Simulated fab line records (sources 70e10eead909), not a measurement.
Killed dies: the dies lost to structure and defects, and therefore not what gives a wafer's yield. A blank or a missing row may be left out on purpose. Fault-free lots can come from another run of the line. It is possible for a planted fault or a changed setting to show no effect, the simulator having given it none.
fab line records	flow nand_harc	part 2 of 2: steps 5 to 6 of 6
record: lots: 24	wafers: 72	last_day: 24
route steps=1159 shown A_STAIRCASE@618
lots that met no fault: taken from a fault-free run of the same line
start_h: the number of hours between the record's first day and the start of the first shown wafer of the lot	wait_h: hours elapsed since this lot's preceding step	" repeats the value in the row above	L1.1+2: several wafers, shown together as one row	- either no value or no given start	* or withheld: withheld	< > ~ a bound
route shown NAME@n: names a module that has steps shown in the file, with the first one's number in the route	usual: average and standard deviation across the fault-free wafers	same: alike in all rows	chamber/n: place in a boat	sites: per-site readings	_std_site: the values' standard deviation	_edge_site: outer sites' mean less inner sites'	radius_mm: how far each site lies from the wafer's centre	mask NAME#n: copy n	behind: the most recent tool/chamber to have shaped the wafer	hold: cause of the lot's hold/its duration in hours/its outcome	device: names the non-switching transistor (n, p or np)	end of line: at the end of the route, the tests of the same wafers	a step given without rows: its recipe and nothing more	killed: dies lost to structure and defects at the first sort, not the wafer's yield	map: a wafer's dies, x killed, . not, _ none there
set.NAME: the run value of the setting; set.NAME@STEP: its run value at that earlier step	model.NAME: the simulator's own value behind a step, which no gauge read
the route's steps for a sample of lots (tables are steps, rows are wafers)
services: a tool's chamber out of use, with start hour (start_h, from the record's first day; less than 0 if before it), hours out, and reason
== steps ==
step: NHARC_A_STAIRCASE_DESCUM_291
recipe: time_s: 3	o2_flow_sccm: 200	ar_flow_sccm: 0	bias_power_w: 0	chemistry: O2
usual: drypump_motor_current_A: 5.5/0.4	oes_product_au: 0.999/0.01	rf_vpp_V: 57.8/0.86	showerhead_plenum_p_Torr: 1.92/0.11	throttle_valve_pct: 11.313/0.01
same: time_s: 3
lot.wafer	tool	chamber	start_h	wait_h	drypump_motor_current_A	oes_product_au	rf_hours_counter_h	rf_vpp_V	showerhead_plenum_p_Torr	throttle_valve_pct
L075.2	rie_diel-06	1	264.64	-	5.0	0.988	6	57.3	1.86	11.318
L075.3	"	2	"	"	5.6	1.003	5	57.6	2.07	11.293
L075.5	"	2	"	"	5.6	0.999	-	60.3	2.07	11.323
L076.2	rie_diel-13	0	266.46	-	5.3	0.997	57	58.5	1.98	11.328
L076.3	"	3	"	"	5.8	1.022	57	57.9	1.77	11.313
L076.6	"	0	"	"	5.3	1.013	-	58.5	1.98	11.305
L077.3	rie_diel-06	0	268.81	-	5.7	0.979	9	57.3	1.82	11.320
L077.2	"	2	"	"	5.6	1.003	8	59.0	2.07	11.323
L077.5	"	1	"	"	5.0	0.990	-	57.2	1.86	11.312
L074.2	rie_diel-06	1	270.88	-	5.0	0.991	10	57.2	1.86	11.304
L074.4	"	0	"	"	5.6	0.980	-	56.9	1.82	11.302
L074.6	"	1	"	"	5.0	0.996	-	56.6	1.86	11.301
L078.2	rie_diel-06	2	277.01	-	5.5	1.002	12	58.4	2.07	11.325
L078.3	"	0	"	"	5.7	0.981	14	56.8	1.82	11.296
L078.5	"	2	"	"	5.6	1.006	-	57.4	2.07	11.316
L079.4	rie_diel-03	1	278.82	-	6.3	1.005	23	58.6	1.96	11.307
L079.3	"	3	"	"	5.5	0.985	20	59.1	2.07	11.315
L079.5	"	2	"	"	4.7	0.984	-	58.2	1.98	11.327
L080.2	rie_diel-06	0	281.97	-	5.7	0.975	17	57.6	1.81	11.317
L080.6	"	1	"	"	5.0	1.003	-	57.5	1.86	11.321
L080.5	"	2	"	"	5.5	1.007	-	58.3	2.07	11.306
L082.2	rie_diel-06	3	291.61	-	6.1	0.999	13	58.6	1.81	11.332
L082.3	"	1	"	"	5.0	1.005	18	58.9	1.86	11.318
L082.6	"	0	"	"	5.7	0.997	-	57.9	1.81	11.317
L081.2	rie_diel-03	2	292.54	-	4.7	0.992	27	58.2	1.98	11.321
L081.4	"	3	"	"	5.5	0.986	26	57.9	2.07	11.313
L081.6	"	2	"	"	4.7	0.987	-	58.1	1.98	11.314
L083.2	rie_diel-03	1	308.77	-	6.3	1.018	33	58.5	1.96	11.308
L083.1	"	2	"	"	4.7	0.998	32	58.5	1.98	11.299
L083.3	"	3	"	"	5.5	0.987	31	56.7	2.07	11.304
L085.3	rie_diel-06	1	315.59	-	5.0	0.998	25	56.3	1.85	11.308
L085.4	"	2	"	"	5.6	0.995	24	57.4	2.07	11.320
L085.2	"	0	"	"	5.7	0.983	27	56.8	1.81	11.309
L084.3	rie_diel-13	3	319.78	-	5.8	0.996	12	58.4	2.07	11.310
L084.5	"	1	"	"	5.4	0.990	-	58.0	1.94	11.327
L084.4	"	3	"	"	5.8	1.006	-	59.0	2.07	11.322
L086.1	rie_diel-06	1	326.63	-	5.0	1.020	28	58.3	1.85	11.293
L086.3	"	2	"	"	5.6	1.016	28	58.0	2.07	11.300
L086.4	"	3	"	"	6.1	1.007	25	58.3	1.81	11.307
L087.1	rie_diel-06	0	327.04	-	5.7	1.000	30	57.0	1.81	11.325
L087.3	"	2	"	"	5.5	0.999	28	57.2	2.07	11.316
L087.6	"	1	"	"	5.0	1.006	-	57.2	1.85	11.286
L088.2	rie_diel-03	0	330.08	-	5.5	0.988	40	57.4	1.88	11.313
L088.5	"	2	"	"	4.7	0.988	-	60.2	1.98	11.302
L088.6	"	3	"	"	5.5	0.987	-	57.9	2.06	11.320
L089.1	rie_diel-06	1	345.96	-	5.0	1.019	37	57.6	1.85	11.307
L089.2	"	2	"	"	5.6	1.014	38	59.4	2.06	11.314
L089.6	"	0	"	"	5.7	1.001	-	57.4	1.81	11.300
L090.2	rie_diel-06	0	346.51	-	5.6	0.988	39	56.5	1.81	11.321
L090.5	"	0	"	"	5.7	0.992	-	57.5	1.81	11.302
L090.6	"	1	"	"	5.0	1.012	-	58.3	1.85	11.301
L092.3	rie_diel-06	0	359.30	-	5.7	0.993	45	55.8	1.81	11.304
L092.2	"	2	"	"	5.6	1.006	43	58.4	2.06	11.305
L092.6	"	1	"	"	5.0	1.007	-	58.8	1.85	11.320
L091.2	rie_diel-13	3	360.33	-	5.8	1.002	25	56.2	2.07	11.292
L091.3	"	0	"	"	5.3	1.000	23	58.4	1.97	11.299
L091.6	"	2	"	"	5.5	0.990	-	57.0	1.78	11.321
L093.2	rie_diel-06	0	365.52	-	5.7	0.989	47	55.9	1.81	11.337
L093.3	"	1	"	"	5.0	1.010	45	58.4	1.85	11.292
L093.5	"	0	"	"	5.6	0.989	-	55.9	1.81	11.314
L094.3	rie_diel-13	0	367.35	-	5.3	0.999	25	58.3	1.97	11.328
L094.4	"	1	"	"	5.4	1.015	26	57.6	1.93	11.306
L094.5	"	2	"	"	5.5	1.002	-	57.5	1.78	11.323
L096.3	rie_diel-03	1	383.47	-	6.3	1.003	59	58.8	1.95	11.311
L096.5	"	3	"	"	5.5	0.984	-	58.0	2.06	11.318
L096.6	"	0	"	"	5.5	0.986	-	57.1	1.87	11.318
L095.1	rie_diel-13	3	385.22	-	5.8	1.009	34	58.8	2.07	11.320
L095.2	"	0	"	"	5.3	0.998	33	58.5	1.97	11.319
L095.4	"	1	"	"	5.4	1.007	32	56.6	1.93	11.307
L097.2	rie_diel-06	1	396.64	-	5.0	1.013	54	57.9	1.85	11.313
L097.5	"	2	"	"	5.6	1.001	-	59.0	2.06	11.302
L097.6	"	3	"	"	6.1	1.000	-	57.1	1.80	11.308
step: NHARC_A_STAIRCASE_ALD_415
recipe: target_thk_a: 300	pulse_time_s: 6	ald_cycles: 300	temp_c: 300	material: SiO2
usual: heater_power_w: 491/56	precursor_pulse_height_rel: 1.002/0.019
same: pulse_time_s: 6
lot.wafer	tool	chamber	start_h	wait_h	heater_power_w	precursor_pulse_height_rel
L075.2	ald_hk-03	2	273.92	0.1	450	1.022
L075.3	"	1	"	"	406	1.013
L075.5	"	2	"	"	448	0.995
L076.3	ald_hk-03	0	276.90	0.1	493	0.994
L076.2	"	3	"	"	522	0.980
L076.6	"	0	"	"	488	1.027
L077.3	ald_hk-01	1	278.89	0.1	547	0.990
L077.2	"	0	"	"	473	1.001
L077.5	"	2	"	"	441	1.001
L074.4	ald_hk-01	3	281.69	0.6	467	1.018
L074.2	"	1	"	"	552	0.959
L074.6	"	2	"	"	438	0.977
L078.3	ald_hk-03	2	285.45	0.3	436	1.007
L078.2	"	3	"	"	548	1.031
L078.5	"	3	"	"	513	0.989
L079.4	ald_hk-04	0	289.96	0.1	503	0.985
L079.3	"	1	"	"	490	1.016
L079.5	"	1	"	"	482	1.021
L080.2	ald_hk-03	2	291.32	0.1	445	0.989
L080.5	"	2	"	"	445	1.002
L080.6	"	3	"	"	526	1.019
L082.2	ald_hk-01	2	300.41	0.1	441	0.955
L082.3	"	0	"	"	487	0.997
L082.6	"	2	"	"	428	0.989
L081.4	ald_hk-03	2	301.05	0.7	442	1.018
L081.2	"	0	"	"	490	1.008
L081.6	"	2	"	"	438	1.000
L083.1	ald_hk-04	1	315.69	0.1	474	0.995
L083.3	"	3	"	"	610	1.006
L083.2	"	0	"	"	508	1.012
L085.4	ald_hk-04	2	323.99	0.1	538	0.989
L085.2	"	3	"	"	605	0.976
L085.3	"	0	"	"	478	1.012
L084.3	ald_hk-04	3	327.04	0.2	610	1.030
L084.4	"	1	"	"	469	1.023
L084.5	"	3	"	"	616	0.993
L086.4	ald_hk-03	0	336.21	0.1	502	0.997
L086.3	"	1	"	"	416	0.989
L086.1	"	2	"	"	439	0.992
L087.3	ald_hk-01	1	337.44	0.1	543	1.014
L087.1	"	0	"	"	489	0.995
L087.6	"	2	"	"	436	1.008
L088.2	ald_hk-03	1	339.93	0.3	404	0.998
L088.6	"	0	"	"	526	0.998
L088.5	"	1	"	"	406	1.002
L089.1	ald_hk-03	0	354.37	0.1	509	0.992
L089.2	"	2	"	"	427	0.971
L089.6	"	1	"	"	396	1.035
L090.2	ald_hk-04	0	355.94	0.1	499	0.955
L090.6	"	0	"	"	499	0.968
L090.5	"	1	"	"	496	1.012
L092.3	ald_hk-03	2	367.52	0.3	453	0.991
L092.2	"	0	"	"	531	1.018
L092.6	"	1	"	"	398	0.980
L091.3	ald_hk-04	2	369.02	0.3	566	1.014
L091.2	"	3	"	"	625	1.025
L091.6	"	1	"	"	478	0.977
L093.2	ald_hk-04	1	372.83	0.3	481	1.032
L093.3	"	3	"	"	602	1.000
L093.5	"	1	"	"	486	1.013
L094.4	ald_hk-01	1	375.04	0.6	549	1.014
L094.3	"	2	"	"	423	1.004
L094.5	"	3	"	"	472	0.993
L096.3	ald_hk-03	1	391.68	0.8	396	0.993
L096.5	"	2	"	"	431	1.028
L096.6	"	3	"	"	494	1.023
L095.4	ald_hk-01	1	392.46	0.3	552	1.002
L095.1	"	2	"	"	421	0.986
L095.2	"	3	"	"	459	1.044
L097.2	ald_hk-04	0	405.51	0.3	484	1.008
L097.6	"	3	"	"	590	1.031
L097.5	"	0	"	"	492	1.005
== services ==
tool	chamber	start_h	hours	kind
rie_diel-06	-	241.51	9.0	pm
rie_diel-06	0	241.51	9.0	vent_cycle
rie_diel-06	1	241.51	9.0	vent_cycle
rie_diel-06	2	241.51	9.6	vent_cycle
rie_diel-06	3	241.51	11.9	vent_cycle
rie_diel-06	0	250.51	-	clean
rie_diel-06	1	250.51	-	clean
rie_diel-06	3	263.77	7.5	repair
rie_diel-13	-	270.66	0.1	repair
rie_diel-06	0	275.01	-	clean
rie_diel-06	1	275.01	-	clean
rie_diel-06	2	275.01	-	clean
rie_diel-06	3	275.01	-	clean
rie_diel-06	2	288.44	2.8	repair
rie_diel-13	2	288.70	9.7	repair
rie_diel-06	0	299.52	-	clean
rie_diel-06	1	299.52	-	clean
rie_diel-06	2	299.52	-	clean
rie_diel-13	2	316.71	5.8	repair
ald_hk-03	-	322.00	10.0	pm
rie_diel-13	-	339.31	0.8	repair
rie_diel-03	1	370.70	3.7	repair
rie_diel-03	2	373.90	5.3	repair
rie_diel-03	-	392.98	9.0	pm
